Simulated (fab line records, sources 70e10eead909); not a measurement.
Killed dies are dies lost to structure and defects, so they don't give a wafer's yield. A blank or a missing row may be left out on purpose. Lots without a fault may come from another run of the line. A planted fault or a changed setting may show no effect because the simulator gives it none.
Chamber matching | flow nand_harc | NHARC_P_M0_PRE_CLEAN_31 on pecvd-01: 3 sister chambers
The step time 12 s. 16 wafers are shown with their chamber, then 8 later ones without.

WAFERS WITH THEIR CHAMBER
wafer  | chamber | heater_power_w (W) | rf_fwd_power_W (W)
L079.1 | 2       | 562                | 292.8
L079.2 | 0       | 606                | 293.3
L079.4 | 1       | 637                | 291.7
L083.2 | 0       | 615                | 292.5
L083.3 | 2       | 518                | 292.3
L083.5 | 1       | 653                | 292.0
L084.1 | 0       | 561                | 293.4
L084.2 | 1       | 640                | 292.7
L084.6 | 0       | 546                | 292.4
L085.2 | 1       | 661                | 291.7
L085.3 | 2       | 515                | 292.6
L085.6 | 2       | 506                | 293.3
L086.1 | 2       | 567                | 291.7
L086.3 | 1       | 613                | 291.0
L086.4 | 1       | 621                | 292.3
L087.4 | 0       | 610                | 292.5

SIGNATURES (means of the wafers above)
reading        | chamber 0 | chamber 1 | chamber 2 | scatter within a chamber
heater_power_w | 587.60    | 637.50    | 533.60    | 26.3
rf_fwd_power_W | 292.820   | 291.900   | 292.540   | 0.559
Rule: a wafer's distance from a chamber is the root of the sum, over the readings, of the square of ((its reading less the chamber's mean) divided by the reading's scatter). The wafer belongs to the nearest chamber; if the next one is less than 2 further off, it can't be placed. The scatter: the root of (the sum of the squares of (reading less its chamber's mean) over the shown wafers, divided by (wafers less chambers)).

WAFERS WITHOUT THEIR CHAMBER
wafer  | heater_power_w (W) | rf_fwd_power_W (W)
L087.5 | 575                | 293.8
L087.6 | 539                | 291.3
L091.2 | 591                | 292.6
L091.3 | 574                | 292.5
L091.6 | 596                | 292.6
L096.2 | 608                | 291.4
L096.4 | 664                | 292.1
L096.6 | 587                | 292.5

WHICH CHAMBER EACH WENT THROUGH
wafer  | from the rows above          | in truth
L087.5 | can't be placed: 0 or 2      | 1
L087.6 | can't be placed: 2 or 0 or 1 | 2
L091.2 | can't be placed: 0 or 1 or 2 | 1
L091.3 | can't be placed: 0 or 2 or 1 | 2
L091.6 | can't be placed: 0 or 1 or 2 | 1
L096.2 | can't be placed: 1 or 0      | 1
L096.4 | 1                            | 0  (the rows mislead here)
L096.6 | can't be placed: 0 or 2 or 1 | 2
Placed correctly: 0 of 8. Can't be placed from these rows: 7 (the true chamber is among the candidates in 6). Placed wrongly: 1.
